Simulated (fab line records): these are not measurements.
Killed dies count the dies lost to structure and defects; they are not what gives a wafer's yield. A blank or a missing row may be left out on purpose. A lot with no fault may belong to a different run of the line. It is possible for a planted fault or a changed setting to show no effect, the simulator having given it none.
A struck lot beside a sound one :: flow n5 finfet :: 29 steps out of a route of 1938
Sound: the wafers L662.1, L662.5, L662.6. Struck: wafer L672.1. (L672.2, L672.6 of the same lot were not struck and are left out.) The cause comes at the end.
Per side, at each step with rows, come the tool, then ch with its chambers, and then its first start. Under that, the readings that differ: sound wafers :: struck wafers :: difference of the means :: sigmas: that difference in standard deviations of wafers without a fault.
alike: a reading whose means differ by less than 2 such deviations, as well as words and numbers matching on both sides. not compared: withheld readings; readings where some wafer has no value; bounds like >300 that might hide an equal value; numbers whose values overlap and for which the record gives no deviation.
The two part at a step that has a row with sigmas, a row that says differs or no value, or rows on one side only. Non-overlapping numbers with no deviation appear without sigmas and do not part them. A reading that every wafer of one side lacks parts them only if that side has two wafers or more.

first, 2 steps without rows for these wafers: N5_ZERO_LAYER_PRECLEAN_00 (cleans in SPM, time 600 s); N5_ZERO_LAYER_SRD_01 (time 30 s, dry time 30 s).
N5_ZERO_LAYER_PECVD_02: deposits SiO2 from SiH4/N2O, target thk 10 nm, time 6 s.
  sound on pecvd-04 ch 0,1, day 3 06:19; struck on pecvd-03 ch 1, day 5 18:18
reading: heater power w (W)
sound: 615 613 726
struck: 881
difference: +230
sigmas: +3

reading: model.SiO2_of_ZERO_LAYER_PECVD_02.thk nm (nm)
sound: 9.933 10.11 10.12
struck: 15.28
difference: +5.23
sigmas: 
  alike: showerhead plenum p Torr, susceptor temp C
then, 24 steps without rows for these wafers: N5_ZERO_LAYER_HMDS_04 (time 60 s); N5_ZERO_LAYER_COAT_05 (resist thk 1000 nm); N5_ZERO_LAYER_EBR_07; N5_ZERO_LAYER_SOFTBAKE_06 (time 90 s); N5_ZERO_LAYER_EXPOSE_08 (exposes mask ZERO, defocus 0 nm, target cd 2000 nm); N5_ZERO_LAYER_PEB_09; N5_ZERO_LAYER_DEVELOP_10 (develop time 60 s); N5_ZERO_LAYER_HARDBAKE_23 (time 120 s); N5_ZERO_LAYER_DESCUM_16 (chemistry O2, time 7.9 s); N5_ZERO_LAYER_ETCH_17 (etches SiO2 in CF4, target depth 12 nm, time 13.3 s); N5_ZERO_LAYER_ETCH_18 (etches Si in HBr/Cl2, target depth 120 nm, time 40 s); N5_ZERO_LAYER_STRIP_24 (strips in O2); N5_ZERO_LAYER_STRIP_19 (strips in SPM, time 900 s); N5_WELL_APT_HMDS_01 (time 60 s); N5_WELL_APT_COAT_02 (resist thk 950 nm); N5_WELL_APT_EBR_04; N5_WELL_APT_SOFTBAKE_03 (time 60 s); N5_WELL_APT_EXPOSE_05 (exposes mask NWELL, defocus 0 nm, target cd 200 nm); N5_WELL_APT_PEB_06 (peb time 90 s); N5_WELL_APT_DEVELOP_07 (develop time 45 s); N5_WELL_APT_HARDBAKE_12 (time 120 s); N5_WELL_APT_DESCUM_13 (chemistry O2, time 7.9 s); N5_WELL_APT_IMPLANT_14; N5_WELL_APT_IMPLANT_15.
-- here the record skips 6 days between the struck wafers' starts before and after, leaving off in module WELL_APT and picking up in module BEOL_M4 (first step shown: number 1111 of the route) --
N5_BEOL_M4_RC_MEAS_101:
  sound on prober-02 ch 0, day 9 11:25; struck on prober-02 ch 0, day 11 23:47
reading: CJ_N
sound: 4.21 4.26 4.44
struck: 4.74
difference: +0.44
sigmas: +5

reading: CJ_P
sound: 5.64 5.72 5.66
struck: 4.82
difference: -0.85
sigmas: -5

reading: RS_PWELL (ohm/sq)
sound: 2998 3004 3043
struck: 3112
difference: +97
sigmas: +5
  alike: DIBL_N, DIBL_P, IOFF_N, IOFF_P, ION_N, ION_P, SS_N, SS_P, VT_N, VT_P
N5_PASSIVATION_PROBE_49:
  the record has rows for the sound wafers here (prober-01, day 13 10:29) and none for the struck ones

WHERE THEY PART
At N5_ZERO_LAYER_PECVD_02 first; at N5_PASSIVATION_PROBE_49 last (within this record only).

WHY: what the simulator had put in
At N5_ZERO_LAYER_PECVD_02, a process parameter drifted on pecvd-03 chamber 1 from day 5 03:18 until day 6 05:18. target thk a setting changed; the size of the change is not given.
